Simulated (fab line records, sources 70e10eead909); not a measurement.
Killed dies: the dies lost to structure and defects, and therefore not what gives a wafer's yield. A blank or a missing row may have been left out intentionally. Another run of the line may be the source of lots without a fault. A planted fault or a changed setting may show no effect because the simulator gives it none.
fab line records	flow nand-harc
record: lots: 24	wafers: 72	last-day: 34
route steps=1302 shown A_SGD_CUT@919 A_CONTACT@998
lots with no fault: from the same line, run without faults
start-h: hours from the record's opening day to when the first of the lot's shown wafers began	wait-h: hours from the lot's prior step to this one	" as in the row above	L1.1+2: several wafers, shown together as one row	- either no value or no given start	* or withheld: withheld	< > ~ a bound
route shown NAME@n: names a module that has steps shown in the file, with the first one's number in the route	usual: mean/standard deviation of fault-free wafers	same: alike in all rows	chamber/n: place in a boat	sites: each site's reading	_std_site: standard deviation of those values	_edge_site: mean of outer sites minus mean of inner sites	radius-mm: for every site, how far away it sits from the centre of the wafer	mask NAME#n: copy n	behind: the most recent tool/chamber to have shaped the wafer	hold: the reason the lot was held/the length of the hold in hours/how it ended	device: the transistor (n, p or np) that didn't switch	end of line: tests run on the same wafers once the route is complete	for a step that has no rows: nothing shown but its recipe	killed: count of dies lost to structure and defects at first sort (not the wafer's yield)	map: the dies of a wafer, with x for killed, . for not killed, _ for no die there
set.NAME: the setting as run; set.NAME@STEP: as run at that earlier step	model.NAME: the simulator's own value behind a step, which no gauge read
steps of the route over a sample of lots; a table a step, a row a wafer
services: a tool's chamber out of use, with start hour (start-h, from the record's first day; less than 0 if before it), hours out, and reason
== steps ==
step: NHARC_A_SGD_CUT_ETCHBACK_24
recipe: target-depth-a: 500	over-etch-frac: 0.3	time-s: 92.857	ion-energy-ev: 120	ch3f-flow-sccm: 50	o2-flow-sccm: 30	ar-flow-sccm: 200	rf-w: 500	bias-w: 100	chemistry: CH3F/O2
usual: drypump-motor-current-A: 5.7/0.35	oes-product-au: 0.96/0.038	rf-fwd-power-W: 497.1/1.9	rf-vpp-V: 244.7/1.6	showerhead-plenum-p-Torr: 2.48/0.1	throttle-valve-pct: 20.664/0.0095
same: time-s: 92.857
lot.wafer	tool	chamber	start-h	wait-h	drypump-motor-current-A	oes-product-au	rf-fwd-power-W	rf-hours-counter-h	rf-vpp-V	showerhead-plenum-p-Torr	throttle-valve-pct
L075.3	rie-diel-10	2	459.43	0.1	5.6	0.99	494.8	3	245.3	2.47	20.664
L075.2	"	1	"	"	5.6	1.01	497.6	3	245.0	2.50	20.679
L075.5	"	3	"	"	6.2	0.98	497.7	-	245.8	2.54	20.665
L074.4	rie-diel-10	3	463.46	0.1	6.2	1.01	496.6	2	245.5	2.54	20.686
L074.3	"	1	"	"	5.6	1.03	497.9	4	245.4	2.50	20.672
L074.5	"	3	"	"	6.2	1.01	494.7	-	246.3	2.54	20.664
L076.1	rie-diel-06	3	463.47	0.2	5.8	0.91	496.7	7	242.6	2.30	20.658
L076.2	"	1	"	"	5.1	0.94	498.0	8	247.2	2.63	20.682
L076.5	"	2	"	"	5.2	0.94	500.5	-	247.5	2.64	20.670
L077.4	rie-diel-06	1	463.58	0.2	5.1	0.96	499.6	8	246.6	2.63	20.662
L077.2	"	2	"	"	5.2	0.95	495.5	8	245.9	2.65	20.671
L077.6	"	0	"	"	5.8	0.93	499.5	-	245.7	2.51	20.663
L078.4	rie-diel-06	1	466.86	0.1	5.1	0.94	497.6	8	247.0	2.63	20.670
L078.1	"	3	"	"	5.8	0.91	498.2	8	243.1	2.30	20.665
L078.2	"	0	"	"	5.8	0.91	497.0	8	244.6	2.51	20.660
L080.1	rie-diel-03	0	480.24	0.1	5.9	1.01	495.6	0	244.9	2.47	20.644
L080.2	"	2	"	"	6.0	1.01	500.2	0	245.0	2.52	20.671
L080.4	"	3	"	"	5.4	1.00	497.1	0	242.9	2.36	20.677
L079.2	rie-diel-10	1	491.81	0.2	5.6	1.02	498.6	7	245.1	2.50	20.660
L079.5	"	3	"	"	6.2	1.00	497.1	-	244.8	2.53	20.656
L079.6	"	0	"	"	5.5	0.97	496.5	-	242.8	2.39	20.643
L084.1	rie-diel-06	0	531.58	0.1	5.8	0.92	494.7	2	245.3	2.50	20.664
L084.3	"	1	"	"	5.1	0.94	496.6	2	246.5	2.63	20.659
L084.5	"	2	"	"	5.2	0.92	496.5	-	246.9	2.64	20.663
L082.1	rie-diel-10	0	531.59	0.2	5.5	0.91	494.4	10	244.4	2.38	20.676
L082.5	"	2	"	"	5.6	0.92	497.9	-	244.6	2.47	20.669
L082.6	"	3	"	"	6.2	0.91	499.6	-	245.7	2.53	20.672
L083.1	rie-diel-10	0	536.58	0.2	5.5	0.99	494.7	11	242.9	2.38	20.666
L083.3	"	1	"	"	5.6	1.01	498.4	11	245.0	2.50	20.657
L083.4	"	2	"	"	5.6	1.00	496.2	10	244.3	2.47	20.663
L081.1	rie-diel-06	2	536.59	0.1	5.2	1.01	496.1	2	246.8	2.64	20.650
L081.2	"	3	"	"	5.8	1.01	494.8	1	242.2	2.30	20.670
L081.4	"	0	"	"	5.8	0.99	497.5	2	244.6	2.50	20.664
L085.3	rie-diel-03	1	551.85	0.1	6.2	1.01	499.8	4	242.4	2.39	20.651
L085.4	"	2	"	"	6.0	1.01	495.1	4	243.5	2.52	20.666
L085.5	"	0	"	"	5.9	1.00	496.9	-	243.9	2.47	20.668
L086.1	rie-diel-10	0	551.86	0.2	5.6	0.91	496.6	12	243.3	2.38	20.655
L086.6	"	3	"	"	6.2	0.91	499.9	-	246.5	2.53	20.668
L086.5	"	0	"	"	5.6	0.91	498.5	-	243.8	2.38	20.664
L088.1	rie-diel-03	0	575.31	0.2	5.9	1.00	494.1	6	243.2	2.46	20.680
L088.6	"	3	"	"	5.4	0.99	500.8	-	243.3	2.36	20.641
L088.4	"	0	"	"	6.0	1.00	493.3	-	243.2	2.46	20.662
L089.3	rie-diel-06	0	582.08	0.2	5.8	0.92	500.7	4	243.6	2.50	20.691
L089.2	"	1	"	"	5.1	0.95	497.1	4	246.4	2.62	20.664
L089.6	"	0	"	"	5.8	0.93	499.2	-	246.0	2.50	20.653
L087.1	rie-diel-03	0	582.14	0.2	5.9	0.93	493.7	7	244.0	2.46	20.653
L087.6	"	3	"	"	5.4	0.92	494.2	-	241.7	2.36	20.651
L087.4	"	2	"	"	6.0	0.93	501.3	-	246.4	2.52	20.658
L091.1	rie-diel-06	2	602.61	0.1	5.2	1.00	497.6	5	246.4	2.64	20.676
L091.2	"	3	"	"	5.9	1.00	496.5	5	242.9	2.30	20.675
L091.3	"	0	"	"	5.8	0.98	498.9	6	245.1	2.50	20.658
L090.1	rie-diel-03	0	602.62	0.1	5.9	0.93	497.0	9	244.4	2.46	20.660
L090.3	"	2	"	"	6.0	0.93	500.1	8	244.5	2.52	20.650
L090.6	"	0	"	"	5.9	0.93	497.5	-	245.7	2.46	20.686
L092.3	rie-diel-06	3	602.77	0.2	5.8	0.93	498.6	5	243.1	2.30	20.667
L092.4	"	1	"	"	5.1	0.94	495.5	5	247.0	2.62	20.670
L092.6	"	2	"	"	5.2	0.93	498.7	-	246.9	2.64	20.649
L093.2	rie-diel-10	0	624.87	0.1	5.6	0.99	496.1	2	242.7	2.38	20.654
L093.4	"	2	"	"	5.6	1.00	496.0	2	244.6	2.47	20.677
L093.5	"	1	"	"	5.6	1.01	499.9	-	244.6	2.50	20.647
L094.1	rie-diel-06	2	624.89	0.1	5.2	1.01	496.1	6	248.1	2.64	20.667
L094.3	"	3	"	"	5.8	0.99	496.7	5	242.5	2.30	20.668
L094.4	"	0	"	"	5.8	0.98	497.2	6	245.0	2.50	20.670
L097.1	rie-diel-03	2	662.01	0.1	6.0	0.99	498.9	1	247.4	2.52	20.661
L097.2	"	3	"	"	5.4	0.98	498.3	1	243.6	2.36	20.660
L097.5	"	2	"	"	6.0	0.98	498.3	-	245.1	2.52	20.678
L096.3	rie-diel-03	3	662.08	0.2	5.4	0.90	495.8	1	243.8	2.35	20.666
L096.1	"	0	"	"	5.9	0.92	494.2	1	244.8	2.46	20.647
L096.6	"	0	"	"	5.9	0.91	493.8	-	246.3	2.46	20.670
L095.3	rie-diel-10	3	680.09	0.1	6.2	0.93	497.9	6	245.2	2.53	20.660
L095.4	"	1	"	"	5.6	0.93	496.0	6	245.9	2.50	20.679
L095.6	"	3	"	"	6.2	0.92	496.0	-	244.7	2.53	20.667
step: NHARC_A_CONTACT_OVL_MEAS_43
usual: overlay-x-nm: -0.1/0.9	overlay-y-nm: 0.1/0.84
lot.wafer	tool	chamber	start-h	wait-h	overlay-x-nm	overlay-y-nm
L076.1	overlay-02	-	503.02	-	-0.6	0.0
L076.2	"	-	"	"	0.3	-0.1
L076.5	"	-	"	"	-0.4	-0.8
L075.2	overlay-01	-	503.31	-	-1.1	-0.2
L075.3	"	-	"	"	-0.1	0.1
L075.5	"	-	"	"	-1.3	-0.6
L074.3	overlay-01	-	509.26	-	-0.7	1.1
L074.4	"	-	"	"	-0.7	1.0
L074.5	"	-	"	"	-0.3	1.1
L077.2	overlay-02	-	513.89	-	-1.3	1.7
L077.4	"	-	"	"	-2.2	1.5
L077.6	"	-	"	"	-1.2	1.5
L078.1	overlay-01	-	514.08	-	1.5	1.4
L078.2	"	-	"	"	1.7	1.3
L078.4	"	-	"	"	1.5	1.3
L080.1	overlay-01	-	524.70	-	0.7	0.7
L080.2	"	-	"	"	0.4	0.2
L080.4	"	-	"	"	0.5	-0.6
L079.2	overlay-02	-	535.17	-	-1.9	-1.1
L079.5	"	-	"	"	-1.1	-1.0
L079.6	"	-	"	"	-1.5	-1.5
L084.1	overlay-01	-	574.00	-	0.9	-0.1
L084.3	"	-	"	"	1.4	-0.5
L084.5	"	-	"	"	1.8	-0.4
L082.1	overlay-02	-	577.31	-	0.4	0.1
L082.5	"	-	"	"	0.2	0.2
L082.6	"	-	"	"	0.7	0.1
L081.1	overlay-02	-	584.16	-	0.6	-1.1
L081.2	"	-	"	"	0.1	-0.7
L081.4	"	-	"	"	0.0	-0.6
L083.1	overlay-02	-	584.69	-	1.6	0.7
L083.3	"	-	"	"	1.1	0.2
L083.4	"	-	"	"	1.4	0.6
L085.3	overlay-02	-	596.46	-	-0.1	-0.9
L085.4	"	-	"	"	-0.1	-0.1
L085.5	"	-	"	"	-0.3	-1.0
L086.1	overlay-02	-	600.50	-	-1.6	0.4
L086.5	"	-	"	"	-1.1	-0.6
L086.6	"	-	"	"	-1.3	0.1
L088.1	overlay-01	-	623.91	-	-0.6	0.6
L088.4	"	-	"	"	0.1	-0.1
L088.6	"	-	"	"	0.2	0.3
L089.2	overlay-01	-	628.55	-	-0.4	-1.7
L089.3	"	-	"	"	-0.1	-1.2
L089.6	"	-	"	"	0.3	-1.2
L087.1	overlay-01	-	634.55	-	0.2	-0.7
L087.4	"	-	"	"	0.2	-0.3
L087.6	"	-	"	"	0.1	-0.6
L091.1	overlay-02	-	647.00	-	-0.2	1.1
L091.2	"	-	"	"	-0.5	0.7
L091.3	"	-	"	"	-0.4	0.7
L090.1	overlay-02	-	650.01	-	0.6	0.8
L090.3	"	-	"	"	-0.7	0.9
L090.6	"	-	"	"	-0.3	0.9
L092.3	overlay-02	-	654.53	-	1.1	-0.6
L092.4	"	-	"	"	1.2	-1.0
L092.6	"	-	"	"	0.8	-0.8
L094.1	overlay-01	-	668.95	-	-0.5	-1.3
L094.3	"	-	"	"	-0.3	-0.5
L094.4	"	-	"	"	-0.3	-0.9
L093.2	overlay-02	-	670.23	-	1.3	-0.1
L093.4	"	-	"	"	0.9	0.5
L093.5	"	-	"	"	1.1	0.0
L097.1	overlay-02	-	705.68	-	0.1	-0.2
L097.2	"	-	"	"	0.0	-0.2
L097.5	"	-	"	"	0.0	-0.4
L096.1	overlay-02	-	711.30	-	-1.2	0.9
L096.3	"	-	"	"	-1.1	1.0
L096.6	"	-	"	"	-1.5	0.9
L095.3	overlay-02	-	724.02	-	0.3	1.1
L095.4	"	-	"	"	-0.1	1.0
L095.6	"	-	"	"	0.8	0.6
step: NHARC_A_CONTACT_ETCH_49
recipe: target-depth-a: 2600	over-etch-frac: 0.3	time-s: 475.3	ion-energy-ev: 200	n2-flow-sccm: 150	h2-flow-sccm: 150	ar-flow-sccm: 0	rf-w: 400	bias-w: 150	chemistry: N2/H2
usual: drypump-motor-current-A: 5.9/0.3	oes-product-au: 1.001/0.011	rf-fwd-power-W: 399.4/1.3	rf-vpp-V: 431.4/2.2	showerhead-plenum-p-Torr: 2.07/0.07	throttle-valve-pct: 14.172/0.0078
same: time-s: 475.3
lot.wafer	tool	chamber	start-h	wait-h	drypump-motor-current-A	oes-product-au	rf-fwd-power-W	rf-hours-counter-h	rf-vpp-V	showerhead-plenum-p-Torr	throttle-valve-pct
L076.1	rie-diel-04	2	-	-	6.0	1.001	395.8	21	433.5	2.15	14.168
L076.2	"	0	"	"	6.4	0.995	399.6	21	429.4	2.04	14.165
L076.5	"	0	"	"	6.4	0.995	399.2	-	431.1	2.04	14.171
L075.2	rie-diel-01	0	-	-	5.4	1.011	399.6	38	435.0	2.20	14.162
L075.3	"	2	"	"	6.2	1.007	400.5	34	426.9	1.89	14.173
L075.5	"	3	"	"	5.7	0.993	401.0	-	429.7	1.96	14.169
L074.3	rie-diel-04	1	-	-	6.1	1.004	399.5	24	431.5	2.06	14.181
L074.4	"	2	"	"	6.0	1.004	400.9	22	435.0	2.15	14.176
L074.5	"	3	"	"	6.0	0.998	401.4	-	434.2	2.15	14.164
L077.4	rie-diel-08	3	-	-	5.8	1.010	398.9	43	429.6	2.00	14.167
L077.2	"	2	"	"	5.6	1.004	398.3	44	428.9	1.99	14.170
L077.6	"	3	"	"	5.8	1.008	397.9	-	430.2	2.00	14.173
L078.1	rie-diel-04	3	-	-	6.0	1.009	399.4	18	433.0	2.15	14.162
L078.4	"	1	"	"	6.1	1.016	401.7	25	430.1	2.06	14.179
L078.2	"	2	"	"	6.0	1.010	401.0	23	432.9	2.15	14.167
L080.1	rie-diel-04	1	-	-	6.1	1.015	399.4	30	430.2	2.06	14.184
L080.4	"	3	"	"	6.0	1.017	399.5	21	434.6	2.15	14.181
L080.2	"	0	"	"	6.4	0.999	399.3	29	431.5	2.04	14.167
L079.2	rie-diel-01	0	-	-	5.4	1.006	398.8	50	434.1	2.20	14.163
L079.5	"	2	"	"	6.2	1.018	401.0	-	425.1	1.89	14.183
L079.6	"	3	"	"	5.7	0.993	401.2	-	429.4	1.96	14.174
L084.3	rie-diel-08	2	-	-	5.6	1.021	398.3	5	429.2	1.98	14.176
L084.1	"	3	"	"	5.8	1.001	398.9	4	429.5	1.99	14.167
L084.5	"	2	"	"	5.6	1.006	395.8	-	428.8	1.98	14.172
L082.1	rie-diel-04	2	-	-	6.0	0.990	398.8	2	433.8	2.15	14.165
L082.6	"	2	"	"	6.0	0.989	398.9	-	435.1	2.15	14.181
L082.5	"	1	"	"	6.1	1.002	400.9	-	430.1	2.06	14.177
L081.2	rie-diel-04	2	-	-	6.0	0.998	399.3	4	434.1	2.15	14.176
L081.1	"	3	"	"	6.0	0.993	399.1	4	431.9	2.14	14.166
L081.4	"	3	"	"	6.0	0.993	398.6	-	432.4	2.14	14.172
L083.4	rie-diel-01	1	-	-	5.9	0.999	398.4	4	431.2	2.05	14.162
L083.1	"	2	"	"	6.2	1.018	401.2	5	436.4	2.22	14.177
L083.3	"	0	"	"	5.4	0.984	397.4	6	436.0	2.20	14.182
L085.3	rie-diel-04	1	-	-	6.1	0.998	399.9	7	430.4	2.05	14.175
L085.4	"	2	"	"	6.0	0.994	399.5	-	432.9	2.15	14.163
L085.5	"	3	"	"	6.0	0.994	399.4	-	433.3	2.14	14.157
L086.1	rie-diel-08	1	-	-	5.6	0.990	400.4	17	430.0	2.09	14.171
L086.5	"	3	"	"	5.8	0.999	398.4	-	429.1	1.99	14.188
L086.6	"	0	"	"	5.4	1.017	400.2	-	431.4	2.05	14.178
L088.1	rie-diel-08	0	-	-	5.4	1.018	398.9	27	430.0	2.05	14.169
L088.4	"	3	"	"	5.8	0.991	398.6	27	429.4	1.98	14.175
L088.6	"	1	"	"	5.6	0.985	397.6	-	432.7	2.09	14.171
L089.3	rie-diel-04	1	-	-	6.1	1.003	399.3	13	430.6	2.05	14.160
L089.2	"	0	"	"	6.4	0.997	399.9	4	429.8	2.04	14.176
L089.6	"	1	"	"	6.1	0.998	400.1	-	430.6	2.05	14.174
L087.4	rie-diel-08	1	-	-	5.6	0.988	398.1	28	430.0	2.09	14.167
L087.1	"	3	"	"	5.8	0.995	397.5	28	429.0	1.98	14.187
L087.6	"	1	"	"	5.6	0.992	397.0	-	431.9	2.09	14.173
L091.3	rie-diel-04	3	-	-	6.0	0.992	398.7	18	431.0	2.14	14.165
L091.2	"	0	"	"	6.4	0.998	400.0	9	431.2	2.04	14.170
L091.1	"	2	"	"	6.0	0.988	397.9	17	433.1	2.14	14.180
L090.3	rie-diel-04	3	-	-	6.0	0.991	399.7	19	432.2	2.14	14.163
L090.1	"	1	"	"	6.1	1.014	400.0	19	430.8	2.05	14.168
L090.6	"	2	"	"	6.0	1.000	400.8	-	432.9	2.14	14.164
L092.3	rie-diel-04	2	-	-	6.0	0.989	398.2	19	433.9	2.14	14.162
L092.4	"	3	"	"	6.0	0.999	396.6	20	433.2	2.14	14.161
L092.6	"	0	"	"	6.4	1.001	398.7	-	430.2	2.04	14.164
L094.1	rie-diel-04	0	-	-	6.4	0.995	398.8	16	429.5	2.04	14.175
L094.3	"	1	"	"	6.1	1.001	402.6	23	432.0	2.05	14.179
L094.4	"	2	"	"	6.0	0.988	398.9	21	432.6	2.14	14.175
L093.4	rie-diel-08	0	-	-	5.3	1.033	397.4	43	430.0	2.04	14.168
L093.2	"	3	"	"	5.8	1.006	397.7	40	427.6	1.98	14.177
L093.5	"	1	"	"	5.6	0.996	399.1	-	432.9	2.08	14.171
L097.2	rie-diel-04	2	-	-	6.0	0.993	400.6	26	433.0	2.14	14.170
L097.1	"	1	"	"	6.1	1.002	400.5	27	432.2	2.05	14.166
L097.5	"	2	"	"	6.0	0.979	400.2	-	433.0	2.14	14.177
L096.3	rie-diel-08	3	-	-	5.8	1.001	398.7	52	427.7	1.97	14.163
L096.1	"	0	"	"	5.3	1.021	397.5	56	429.4	2.03	14.178
L096.6	"	3	"	"	5.8	1.006	398.8	-	429.1	1.97	14.159
L095.3	rie-diel-04	2	-	-	6.0	0.982	397.7	1	433.0	2.14	14.188
L095.4	"	3	"	"	6.0	1.000	399.0	1	434.0	2.14	14.171
L095.6	"	2	"	"	6.0	0.980	400.5	-	434.2	2.14	14.166
step: NHARC_A_CONTACT_ETCH_120
recipe: source-w: withheld	pressure-mtorr: 20	bias-v: 3000	time-s: 190	target-depth-a: 18500	ar-flow-sccm: withheld	c4f8-flow-sccm: withheld	o2-flow-sccm: withheld	chemistry: C4F8/O2/Ar
same: time-s: 190
lot.wafer	tool	chamber	start-h	wait-h	rf-hours-counter-h
L075.2	har-cap-etch-02	1	506.83	0.1	85
L075.3	"	1	"	"	-
L075.5	"	0	"	"	-
L076.1	har-cap-etch-03	1	506.88	0.1	39
L076.2	"	0	"	"	39
L076.5	"	1	"	"	-
L074.3	har-cap-etch-02	1	512.81	0.1	-
L074.4	"	0	"	"	-
L074.5	"	1	"	"	-
L077.2	har-cap-etch-01	1	517.37	0.1	1
L077.4	"	1	"	"	-
L077.6	"	1	"	"	-
L078.1	har-cap-etch-03	1	517.62	0.1	41
L078.2	"	0	"	"	41
L078.4	"	1	"	"	-
L080.1	har-cap-etch-03	0	529.67	0.1	45
L080.2	"	1	"	"	45
L080.4	"	0	"	"	-
L079.2	har-cap-etch-02	1	538.66	0.1	96
L079.5	"	1	"	"	-
L079.6	"	0	"	"	-
L084.1	har-cap-etch-03	0	577.50	0.1	50
L084.3	"	0	"	"	-
L084.5	"	0	"	"	-
L082.1	har-cap-etch-02	1	581.18	0.1	99
L082.5	"	0	"	"	-
L082.6	"	1	"	"	-
L081.1	har-cap-etch-03	0	588.02	0.1	53
L081.2	"	1	"	"	53
L081.4	"	1	"	"	-
L083.1	har-cap-etch-02	0	588.73	0.2	102
L083.3	"	0	"	"	-
L083.4	"	1	"	"	-
L085.3	har-cap-etch-03	0	600.38	0.1	-
L085.4	"	1	"	"	-
L085.5	"	0	"	"	-
L086.1	har-cap-etch-01	0	604.07	0.1	18
L086.5	"	1	"	"	-
L086.6	"	0	"	"	-
L088.1	har-cap-etch-03	1	627.39	0.1	62
L088.4	"	0	"	"	-
L088.6	"	1	"	"	-
L089.2	har-cap-etch-02	1	632.58	0.2	110
L089.3	"	1	"	"	-
L089.6	"	0	"	"	-
L087.1	har-cap-etch-03	0	638.04	0.1	64
L087.4	"	0	"	"	-
L087.6	"	1	"	"	-
L091.2	har-cap-etch-02	1	650.48	0.1	114
L091.1	"	0	"	"	114
L091.3	"	1	"	"	-
L090.1	har-cap-etch-03	1	653.65	0.1	68
L090.3	"	0	"	"	-
L090.6	"	0	"	"	-
L092.3	har-cap-etch-01	1	658.07	0.1	-
L092.4	"	0	"	"	-
L092.6	"	0	"	"	-
L094.1	har-cap-etch-02	1	672.46	0.1	119
L094.4	"	0	"	"	-
L094.3	"	1	"	"	-
L093.2	har-cap-etch-01	0	673.73	0.1	32
L093.4	"	1	"	"	-
L093.5	"	1	"	"	-
L097.1	har-cap-etch-03	0	709.71	0.2	77
L097.2	"	1	"	"	77
L097.5	"	1	"	"	-
L096.1	har-cap-etch-02	1	714.89	0.1	124
L096.3	"	0	"	"	-
L096.6	"	0	"	"	-
L095.4	har-cap-etch-02	1	727.55	0.1	-
L095.3	"	0	"	"	-
L095.6	"	0	"	"	-
step: NHARC_A_CONTACT_ETCH_121
recipe: source-w: withheld	pressure-mtorr: 20	bias-v: 3000	time-s: 190	target-depth-a: 18500	ar-flow-sccm: withheld	c4f8-flow-sccm: withheld	o2-flow-sccm: withheld	chemistry: C4F8/O2/Ar
same: time-s: 190
lot.wafer	tool	chamber	start-h	wait-h	rf-hours-counter-h
L075.2	har-cap-etch-02	1	507.00	0.1	85
L075.3	"	1	"	"	-
L075.5	"	0	"	"	-
L076.1	har-cap-etch-03	1	507.05	0.1	39
L076.2	"	0	"	"	39
L076.5	"	1	"	"	-
L074.3	har-cap-etch-02	1	512.98	0.1	-
L074.4	"	0	"	"	-
L074.5	"	1	"	"	-
L077.2	har-cap-etch-01	1	517.54	0.1	2
L077.4	"	1	"	"	-
L077.6	"	1	"	"	-
L078.1	har-cap-etch-03	1	517.79	0.1	41
L078.2	"	0	"	"	41
L078.4	"	1	"	"	-
L080.1	har-cap-etch-03	0	529.84	0.1	45
L080.2	"	1	"	"	45
L080.4	"	0	"	"	-
L079.2	har-cap-etch-02	1	538.83	0.1	96
L079.5	"	1	"	"	-
L079.6	"	0	"	"	-
L084.1	har-cap-etch-03	0	577.67	0.1	51
L084.3	"	0	"	"	-
L084.5	"	0	"	"	-
L082.1	har-cap-etch-02	1	581.35	0.1	100
L082.5	"	0	"	"	-
L082.6	"	1	"	"	-
L081.1	har-cap-etch-03	0	588.19	0.1	53
L081.2	"	1	"	"	53
L081.4	"	1	"	"	-
L083.1	har-cap-etch-02	0	588.96	0.2	102
L083.3	"	0	"	"	-
L083.4	"	1	"	"	-
L085.3	har-cap-etch-03	0	600.55	0.1	-
L085.4	"	1	"	"	-
L085.5	"	0	"	"	-
L086.1	har-cap-etch-01	0	604.24	0.1	18
L086.5	"	1	"	"	-
L086.6	"	0	"	"	-
L088.1	har-cap-etch-03	1	627.56	0.1	62
L088.4	"	0	"	"	-
L088.6	"	1	"	"	-
L089.2	har-cap-etch-02	1	632.81	0.2	110
L089.3	"	1	"	"	-
L089.6	"	0	"	"	-
L087.1	har-cap-etch-03	0	638.21	0.1	64
L087.4	"	0	"	"	-
L087.6	"	1	"	"	-
L091.2	har-cap-etch-02	1	650.65	0.1	114
L091.1	"	0	"	"	114
L091.3	"	1	"	"	-
L090.1	har-cap-etch-03	1	653.82	0.1	68
L090.3	"	0	"	"	-
L090.6	"	0	"	"	-
L092.3	har-cap-etch-01	1	658.25	0.1	-
L092.4	"	0	"	"	-
L092.6	"	0	"	"	-
L094.1	har-cap-etch-02	1	672.64	0.1	119
L094.4	"	0	"	"	-
L094.3	"	1	"	"	-
L093.2	har-cap-etch-01	0	673.90	0.1	32
L093.4	"	1	"	"	-
L093.5	"	1	"	"	-
L097.1	har-cap-etch-03	0	709.93	0.2	77
L097.2	"	1	"	"	77
L097.5	"	1	"	"	-
L096.1	har-cap-etch-02	1	715.05	0.1	124
L096.3	"	0	"	"	-
L096.6	"	0	"	"	-
L095.4	har-cap-etch-02	1	727.72	0.1	-
L095.3	"	0	"	"	-
L095.6	"	0	"	"	-
step: NHARC_A_CONTACT_CD_MEAS_69
recipe: target-cd-nm: 300	landing-energy-ev: 500
usual: cd-nm: 299.8/0.5
lot.wafer	tool	chamber	start-h	wait-h	cd-nm
L075.2	cd-sem-03	0	514.14	-	300.7
L075.3	"	0	"	"	299.4
L075.5	"	0	"	"	301.1
L076.1	cd-sem-03	0	517.23	-	300.3
L076.2	"	0	"	"	300.7
L076.5	"	0	"	"	300.6
L074.3	cd-sem-01	0	520.79	-	299.7
L074.4	"	0	"	"	299.4
L074.5	"	0	"	"	300.2
L077.2	cd-sem-01	0	524.11	-	300.6
L077.4	"	0	"	"	299.6
L077.6	"	0	"	"	300.4
L078.1	cd-sem-03	0	524.37	-	299.7
L078.2	"	0	"	"	299.2
L078.4	"	0	"	"	300.3
L080.1	cd-sem-02	0	538.26	-	300.5
L080.2	"	0	"	"	301.1
L080.4	"	0	"	"	300.6
L079.2	cd-sem-03	0	546.18	-	300.5
L079.5	"	0	"	"	300.1
L079.6	"	0	"	"	299.6
L084.1	cd-sem-02	0	584.12	-	300.2
L084.3	"	0	"	"	300.3
L084.5	"	0	"	"	300.2
L082.1	cd-sem-02	0	589.82	-	299.7
L082.5	"	0	"	"	300.2
L082.6	"	0	"	"	299.2
L083.1	cd-sem-02	0	596.46	-	299.4
L083.3	"	0	"	"	300.3
L083.4	"	0	"	"	300.2
L081.1	cd-sem-01	0	596.49	-	299.0
L081.2	"	0	"	"	300.0
L081.4	"	0	"	"	299.5
L085.3	cd-sem-03	0	607.20	-	300.0
L085.4	"	0	"	"	299.7
L085.5	"	0	"	"	299.5
L086.1	cd-sem-02	0	615.92	-	300.3
L086.5	"	0	"	"	298.9
L086.6	"	0	"	"	299.8
L088.1	cd-sem-02	0	634.08	-	299.8
L088.4	"	0	"	"	299.1
L088.6	"	0	"	"	299.4
L089.2	cd-sem-01	0	640.06	-	299.8
L089.3	"	0	"	"	299.5
L089.6	"	0	"	"	299.6
L087.1	cd-sem-01	0	645.08	-	299.2
L087.4	"	0	"	"	299.3
L087.6	"	0	"	"	299.9
L091.1	cd-sem-02	0	657.08	-	299.5
L091.2	"	0	"	"	299.7
L091.3	"	0	"	"	299.7
L090.1	cd-sem-02	0	660.69	-	298.9
L090.3	"	0	"	"	300.4
L090.6	"	0	"	"	300.1
L092.3	cd-sem-03	0	664.67	-	300.5
L092.4	"	0	"	"	300.2
L092.6	"	0	"	"	301.0
L094.1	cd-sem-02	0	681.50	-	299.5
L094.3	"	0	"	"	299.0
L094.4	"	0	"	"	299.9
L093.2	cd-sem-03	0	684.61	-	299.1
L093.4	"	0	"	"	300.1
L093.5	"	0	"	"	299.0
L097.1	cd-sem-01	0	717.57	-	299.9
L097.2	"	0	"	"	299.7
L097.5	"	0	"	"	300.3
L096.1	cd-sem-01	0	722.18	-	299.4
L096.3	"	0	"	"	299.7
L096.6	"	0	"	"	299.5
L095.3	cd-sem-01	0	735.05	-	299.3
L095.4	"	0	"	"	299.8
L095.6	"	0	"	"	299.2
== services ==
tool	chamber	start-h	hours	kind
rie-diel-04	3	454.43	15.0	repair
rie-diel-03	-	458.36	9.0	pm
rie-diel-06	-	476.89	0.4	repair
rie-diel-08	1	481.25	4.0	repair
rie-diel-06	-	484.20	9.0	pm
har-cap-etch-01	-	498.07	17.0	pm
rie-diel-08	-	498.61	5.7	repair
rie-diel-10	2	499.61	4.9	repair
rie-diel-04	3	502.59	2.6	repair
rie-diel-03	3	509.15	5.7	repair
rie-diel-03	0	528.00	2.7	repair
rie-diel-06	3	529.62	5.5	repair
har-cap-etch-03	-	531.50	0.2	repair
rie-diel-04	-	531.99	9.0	pm
rie-diel-10	-	538.25	0.7	repair
rie-diel-10	2	555.41	28.7	repair
rie-diel-04	1	562.54	2.9	repair
rie-diel-04	0	572.98	42.3	repair
rie-diel-10	-	596.53	9.0	pm
rie-diel-06	-	639.15	0.5	repair
rie-diel-06	-	661.20	9.0	pm
rie-diel-06	3	672.30	4.1	repair
rie-diel-06	3	695.15	4.3	repair
rie-diel-04	-	708.99	9.0	pm
== key ==
fault none
